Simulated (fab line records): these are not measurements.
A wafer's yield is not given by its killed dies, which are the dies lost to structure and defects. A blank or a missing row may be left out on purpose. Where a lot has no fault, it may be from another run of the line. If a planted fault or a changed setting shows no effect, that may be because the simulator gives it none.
fab line records ; flow n5Finfet
record: lots: 11; wafers: 33; lastDay: 17
route steps=1938 shown BEOL_M12@1615
lots that met no fault: from a run of the same line without faults
startH: the number of hours between the record's first day and the start of the first shown wafer of the lot ; waitH: hours from the lot's prior step to this one ; " repeats the value in the row above ; L1.1+2: one row covering several wafers at once ; - no value, or no start given ; * or withheld: withheld ; < > ~ a bound
route shown NAME@n: a module of which the file shows steps, and the number in the route of the first ; usual: average and standard deviation across the fault-free wafers ; same: alike in all rows ; chamber/n: place in a boat ; sites: per-site readings ; _std_site: how widely they spread, as a standard deviation ; _edge_site: inner sites' mean taken away from outer sites' mean ; radiusMm: for every site, how far away it sits from the centre of the wafer ; mask NAME#n: copy n ; behind: the most recent tool/chamber to have shaped the wafer ; hold: cause of the lot's hold/its duration in hours/its outcome ; device: transistor that didn't switch, given as n, p or np ; end of line: tests run on the same wafers once the route is complete ; step lacking rows: just its recipe ; killed: count of dies lost to structure and defects at first sort (not the wafer's yield) ; map: a wafer's dies, marking killed ones x, the rest . and places with no die _
set.NAME: the setting as run; set.NAME@STEP: as run at that earlier step ; model.NAME: the simulator's own value behind a step, which no gauge read
a sample of lots followed through the steps of the route, with each step as a table and each wafer as a row
services: the hour from which a tool's chamber was out of use, counted from the record's first day as startH (under 0 if before that day), plus the number of hours and why
== steps ==
step: N5_BEOL_M12_DESCUM_15
recipe: chemistry: O2; timeS: 7.9; sourcePowerW: 50; biasPowerW: 20; pressureMtorr: 20; rfFrequencyHz: 2.712e+07; tempC: 40; o2FlowSccm: 225
usual: drypumpMotorCurrentA: 5.8/0.55; oesProductAu: 0.77/0.075; rfVppV: 243.0/1.3; showerheadPlenumPTorr: 2.08/0.064; throttleValvePct: 20.52/0.24
lot.wafer;tool;chamber;startH;waitH;drypumpMotorCurrentA;oesProductAu;rfHoursCounterH;rfVppV;showerheadPlenumPTorr;throttleValvePct
L111.2;rieDiel-04;2;239.64;0.2;6.2;0.85;69;240.2;2.02;20.09
L111.4;rieDiel-04;0;239.64;0.2;6.8;0.70;220;241.1;1.99;20.84
L111.5;rieDiel-04;3;239.64;0.2;5.3;0.74;-;243.1;2.00;20.67
L112.1;rieDiel-01;3;247.51;0.0;6.2;0.80;82;243.7;2.11;19.96
L112.4;rieDiel-01;1;247.51;0.0;5.4;0.80;91;243.5;2.14;20.45
L112.5;rieDiel-01;3;247.51;0.0;6.2;0.80;-;243.4;2.11;19.96
L110.2;rieDiel-04;3;248.50;0.0;5.3;0.74;191;242.6;2.00;20.66
L110.3;rieDiel-04;1;248.50;0.0;6.0;0.70;241;241.8;2.08;20.95
L110.6;rieDiel-04;0;248.50;0.0;6.8;0.70;-;240.6;1.98;20.86
L113.3;rieDiel-01;2;254.49;0.0;5.2;0.77;117;240.1;2.03;20.49
L113.5;rieDiel-01;2;254.49;0.0;5.1;0.77;-;241.2;2.03;20.51
L113.6;rieDiel-01;3;254.49;0.0;6.2;0.80;-;244.4;2.11;19.97
L117.1;rieDiel-02;3;287.11;0.1;5.0;0.71;220;241.5;2.05;20.77
L117.3;rieDiel-02;0;287.11;0.1;5.6;0.89;18;243.7;2.15;20.48
L117.6;rieDiel-02;1;287.11;0.1;6.6;0.69;-;244.3;2.07;20.72
L119.1;rieDiel-02;2;297.72;0.0;5.8;0.71;220;243.1;2.15;20.52
L119.2;rieDiel-02;0;297.72;0.0;5.6;0.88;23;244.7;2.15;20.50
L119.6;rieDiel-02;3;297.72;0.0;5.0;0.70;-;242.8;2.05;20.79
L122.3;rieDiel-02;2;319.44;0.0;5.8;0.72;226;243.7;2.15;20.51
L122.4;rieDiel-02;0;319.44;0.0;5.6;0.87;29;242.9;2.15;20.51
L122.5;rieDiel-02;2;319.44;0.0;5.8;0.72;-;244.0;2.15;20.50
L124.3;rieDiel-01;0;322.71;0.1;5.3;0.80;92;243.0;2.11;20.46
L124.5;rieDiel-01;0;322.71;0.1;5.3;0.82;-;244.0;2.11;20.47
L124.6;rieDiel-01;1;322.71;0.1;5.5;0.77;-;243.1;2.13;20.48
L127.1;rieDiel-04;0;338.14;0.0;6.8;0.99;2;244.8;2.24;20.53
L127.2;rieDiel-04;3;338.14;0.0;5.3;0.71;228;241.7;1.99;20.72
L127.4;rieDiel-04;1;338.14;0.0;6.0;0.93;19;244.2;2.07;20.67
L128.1;rieDiel-04;3;344.62;0.0;5.3;0.72;230;242.1;1.99;20.73
L128.2;rieDiel-04;1;344.62;0.0;6.0;0.93;22;242.9;2.07;20.66
L128.3;rieDiel-04;2;344.62;0.0;6.1;0.80;112;244.0;2.01;20.17
L129.1;rieDiel-04;0;366.43;0.3;6.8;0.95;10;245.6;2.24;20.56
L129.3;rieDiel-04;3;366.43;0.3;5.3;0.71;237;241.1;1.99;20.73
L129.5;rieDiel-04;2;366.43;0.3;6.2;0.80;-;242.9;2.01;20.17
step: N5_BEOL_M12_ETCH_59
recipe: chemistry: N2/H2; target: BARC; targetDepthA: 890; overetchA: 267; timeS: 67.9; ionEnergyEv: 200; pressureMtorr: 30; sourceW: 840; biasW: 150; n2FlowSccm: 200; h2FlowSccm: 200
usual: biasW: 150.0/0.46; drypumpMotorCurrentA: 5.8/0.55; oesProductAu: 0.66/0.061; rfVppV: 523.5/2.3; showerheadPlenumPTorr: 2.53/0.074; throttleValvePct: 17.94/0.28
lot.wafer;tool;chamber;startH;waitH;biasW;drypumpMotorCurrentA;oesProductAu;rfHoursCounterH;rfVppV;showerheadPlenumPTorr;throttleValvePct
L111.2;rieDiel-04;2;239.67;0.0;150.2;6.2;0.72;69;522.1;2.47;17.60
L111.4;rieDiel-04;0;239.67;0.0;150.0;6.8;0.60;220;520.7;2.39;18.16
L111.5;rieDiel-04;3;239.67;0.0;150.3;5.3;0.63;-;521.0;2.43;18.18
L112.1;rieDiel-01;3;247.54;0.0;150.3;6.2;0.67;82;525.0;2.58;17.54
L112.4;rieDiel-01;1;247.54;0.0;150.2;5.5;0.67;91;525.0;2.57;17.71
L112.5;rieDiel-01;3;247.54;0.0;150.5;6.3;0.67;-;525.2;2.58;17.55
L110.2;rieDiel-04;3;248.54;0.0;149.8;5.3;0.63;191;520.3;2.43;18.18
L110.3;rieDiel-04;1;248.54;0.0;150.8;6.0;0.60;241;522.5;2.51;18.38
L110.6;rieDiel-04;0;248.54;0.0;149.2;6.8;0.60;-;520.9;2.39;18.18
L113.3;rieDiel-01;2;254.52;0.0;149.8;5.1;0.66;117;523.3;2.46;17.87
L113.5;rieDiel-01;2;254.52;0.0;150.2;5.1;0.66;-;522.4;2.46;17.84
L113.6;rieDiel-01;3;254.52;0.0;150.0;6.3;0.68;-;524.0;2.58;17.56
L117.1;rieDiel-02;3;287.15;0.0;149.7;5.0;0.60;220;522.7;2.52;18.43
L117.3;rieDiel-02;0;287.15;0.0;150.5;5.6;0.76;18;525.0;2.61;17.88
L117.6;rieDiel-02;1;287.15;0.0;150.5;6.6;0.59;-;522.7;2.52;18.31
L119.1;rieDiel-02;2;297.75;0.0;149.5;5.8;0.61;220;527.1;2.61;17.88
L119.2;rieDiel-02;0;297.75;0.0;150.2;5.6;0.74;23;525.9;2.61;17.90
L119.6;rieDiel-02;3;297.75;0.0;149.6;5.1;0.59;-;523.7;2.52;18.44
L122.3;rieDiel-02;2;319.47;0.0;150.5;5.8;0.61;226;525.8;2.61;17.91
L122.4;rieDiel-02;0;319.47;0.0;149.2;5.6;0.75;29;524.4;2.61;17.92
L122.5;rieDiel-02;2;319.47;0.0;150.3;5.8;0.61;-;526.1;2.61;17.88
L124.3;rieDiel-01;0;322.75;0.0;150.2;5.3;0.69;92;523.6;2.54;17.65
L124.5;rieDiel-01;0;322.75;0.0;149.9;5.3;0.68;-;523.1;2.54;17.66
L124.6;rieDiel-01;1;322.75;0.0;149.4;5.5;0.66;-;525.1;2.56;17.73
L127.1;rieDiel-04;0;338.18;0.0;149.7;6.8;0.83;2;530.6;2.70;17.80
L127.2;rieDiel-04;3;338.18;0.0;149.9;5.3;0.61;228;520.3;2.41;18.25
L127.4;rieDiel-04;1;338.18;0.0;149.5;6.0;0.79;19;523.5;2.50;18.02
L128.1;rieDiel-04;3;344.66;0.0;150.2;5.3;0.61;230;521.1;2.41;18.25
L128.2;rieDiel-04;1;344.66;0.0;149.6;6.0;0.78;22;521.7;2.50;18.01
L128.3;rieDiel-04;2;344.66;0.0;149.6;6.2;0.68;112;520.5;2.45;17.68
L129.1;rieDiel-04;0;366.47;0.0;149.7;6.8;0.80;10;529.9;2.69;17.82
L129.3;rieDiel-04;3;366.47;0.0;150.5;5.3;0.61;237;520.5;2.41;18.26
L129.5;rieDiel-04;2;366.47;0.0;150.0;6.1;0.67;-;521.4;2.45;17.70
step: N5_BEOL_M12_STRIP_63
recipe: chemistry: N2/H2; powerW: 1000; tempC: 250; h2Frac: 0.65; overashFraction: 0.3; pressureMtorr: 1000; n2FlowSccm: 1750; h2FlowSccm: 3250
usual: drypumpMotorCurrentA: 5.8/0.54; heaterPowerW: 357/43; oesProductAu: 0.693/0.0046; stripTimeToEndpointS: 42.3/0.74
lot.wafer;tool;chamber;startH;waitH;drypumpMotorCurrentA;heaterPowerW;oesProductAu;rfHoursCounterH;stripTimeToEndpointS
L111.2;plasmaAsher-02;0;239.92;-;4.8;333;0.692;120;42.8
L111.4;plasmaAsher-02;1;239.92;-;5.6;339;0.691;-;42.8
L111.5;plasmaAsher-02;0;239.92;-;4.8;328;0.693;-;42.4
L112.1;plasmaAsher-02;0;247.79;-;4.8;319;0.689;122;43.0
L112.4;plasmaAsher-02;0;247.79;-;4.8;325;0.698;-;41.9
L112.5;plasmaAsher-02;0;247.79;-;4.8;323;0.692;-;42.5
L110.2;plasmaAsher-01;0;248.79;-;6.3;426;0.696;72;42.7
L110.3;plasmaAsher-01;0;248.79;-;6.2;417;0.686;-;42.3
L110.6;plasmaAsher-01;0;248.79;-;6.2;423;0.682;-;41.8
L113.3;plasmaAsher-02;0;254.80;-;4.8;327;0.690;-;43.0
L113.5;plasmaAsher-02;0;254.80;-;4.8;335;0.691;-;42.1
L113.6;plasmaAsher-02;1;254.80;-;5.6;344;0.685;-;42.1
L117.1;plasmaAsher-02;0;287.40;-;4.8;321;0.690;129;44.1
L117.3;plasmaAsher-02;0;287.40;-;4.8;331;0.692;-;43.8
L117.6;plasmaAsher-02;1;287.40;-;5.6;338;0.692;-;43.7
L119.1;plasmaAsher-02;1;298.01;-;5.6;338;0.697;131;42.3
L119.2;plasmaAsher-02;0;298.01;-;4.8;326;0.696;131;42.4
L119.6;plasmaAsher-02;0;298.01;-;4.8;321;0.685;-;40.9
L122.3;plasmaAsher-01;1;319.75;-;6.0;319;0.697;-;41.5
L122.4;plasmaAsher-01;0;319.75;-;6.3;420;0.681;-;42.1
L122.5;plasmaAsher-01;0;319.75;-;6.3;422;0.692;-;41.1
L124.3;plasmaAsher-01;1;323.02;-;6.0;329;0.696;-;41.8
L124.5;plasmaAsher-01;1;323.02;-;6.0;322;0.692;-;42.1
L124.6;plasmaAsher-01;0;323.02;-;6.3;425;0.695;-;41.4
L127.1;plasmaAsher-01;0;338.43;-;6.3;422;0.689;91;42.4
L127.2;plasmaAsher-01;1;338.43;-;6.0;317;0.687;91;43.4
L127.4;plasmaAsher-01;1;338.43;-;6.0;327;0.698;-;42.6
L128.1;plasmaAsher-01;1;344.91;-;6.0;322;0.691;92;42.9
L128.2;plasmaAsher-01;0;344.91;-;6.2;428;0.691;92;42.6
L128.3;plasmaAsher-01;1;344.91;-;6.0;329;0.698;-;42.5
L129.1;plasmaAsher-01;1;366.72;-;6.0;333;0.699;96;41.8
L129.3;plasmaAsher-01;1;366.72;-;6.0;320;0.690;-;42.7
L129.5;plasmaAsher-01;1;366.72;-;6.0;324;0.695;-;40.9
step: N5_BEOL_M12_COAT_65
recipe: resist: SOC; tempC: 250; timeS: 60; spinRpm: 1500; resistThkNm: 300
usual: spinSpeedRpm: 1499.9/0.93
lot.wafer;tool;chamber;startH;waitH;spinSpeedRpm
L111.2;lithoTrack-01;0;240.17;0.0;1499.4
L111.4;lithoTrack-01;0;240.17;0.0;1499.2
L111.5;lithoTrack-01;0;240.17;0.0;1498.8
L112.1;lithoTrack-01;0;248.04;0.0;1500.1
L112.4;lithoTrack-01;0;248.04;0.0;1499.5
L112.5;lithoTrack-01;0;248.04;0.0;1500.9
L110.2;lithoTrack-01;0;249.03;0.0;1269.0
L110.3;lithoTrack-01;0;249.03;0.0;1269.3
L110.6;lithoTrack-01;0;249.03;0.0;1269.9
L113.3;lithoTrack-01;0;255.02;0.0;1267.9
L113.5;lithoTrack-01;0;255.02;0.0;1269.0
L113.6;lithoTrack-01;0;255.02;0.0;1268.7
L117.1;lithoTrack-02;0;287.64;0.0;1499.6
L117.3;lithoTrack-02;0;287.64;0.0;1499.0
L117.6;lithoTrack-02;0;287.64;0.0;1499.8
L119.1;lithoTrack-03;0;298.25;0.0;1498.9
L119.2;lithoTrack-03;0;298.25;0.0;1498.5
L119.6;lithoTrack-03;0;298.25;0.0;1499.8
L122.3;lithoTrack-03;0;319.98;0.0;1499.3
L122.4;lithoTrack-03;0;319.98;0.0;1498.9
L122.5;lithoTrack-03;0;319.98;0.0;1499.3
L124.3;lithoTrack-02;0;323.24;0.0;1499.1
L124.5;lithoTrack-02;0;323.24;0.0;1499.3
L124.6;lithoTrack-02;0;323.24;0.0;1498.3
L127.1;lithoTrack-03;0;338.67;0.0;1499.5
L127.2;lithoTrack-03;0;338.67;0.0;1499.9
L127.4;lithoTrack-03;0;338.67;0.0;1500.2
L128.1;lithoTrack-02;0;345.15;0.0;1499.3
L128.2;lithoTrack-02;0;345.15;0.0;1501.2
L128.3;lithoTrack-02;0;345.15;0.0;1500.3
L129.1;lithoTrack-02;0;366.96;0.0;1499.1
L129.3;lithoTrack-02;0;366.96;0.0;1498.9
L129.5;lithoTrack-02;0;366.96;0.0;1499.8
== services ==
tool;chamber;startH;hours;kind
rieDiel-01;-;226.88;11.4;repair
lithoTrack-02;-;268.38;-;consumableReplace:filter
rieDiel-02;0;269.78;9.7;repair
rieDiel-01;-;271.78;1.1;repair
rieDiel-04;1;272.31;-;clean
rieDiel-04;1;272.31;-;consumableReplace:focusRing
rieDiel-04;1;272.31;14.9;scheduledDown
rieDiel-04;1;272.31;14.9;ventCycle
lithoTrack-02;-;298.66;-;consumableReplace:filter
rieDiel-02;-;301.01;2.8;pm
rieDiel-04;0;317.81;-;clean
rieDiel-04;0;317.81;-;consumableReplace:focusRing
rieDiel-04;0;317.81;-;consumableReplace:showerhead
rieDiel-04;0;317.81;13.8;scheduledDown
rieDiel-04;0;317.81;13.8;ventCycle
lithoTrack-02;-;320.02;-;consumableReplace:filter
== key ==
firstSign: step: N5_BEOL_M12_COAT_65; reading: spinSpeedRpm; direction: down; sigmas: 99+; usual: *; struck: *
effect none on later readings
metAt N5_BEOL_M12_COAT_65
struckLots L110,L113
rowsEnd L113.3,L113.5,L113.6
notActingAt N5_BEOL_M12_DESCUM_15,N5_BEOL_M12_ETCH_59,N5_BEOL_M12_STRIP_63
onsetBetween 248.04 249.03
fault: kind: processParameterDrift; tool: lithoTrack-01; chamber: -; onsetH: 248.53; steps: N5_BEOL_M12_COAT_65; channel: spinRpm; offset: *; shape: step; actsIn: *; stated: *
rowsEnd: these wafers met a further fault down the route, and their rows from its step on are left out
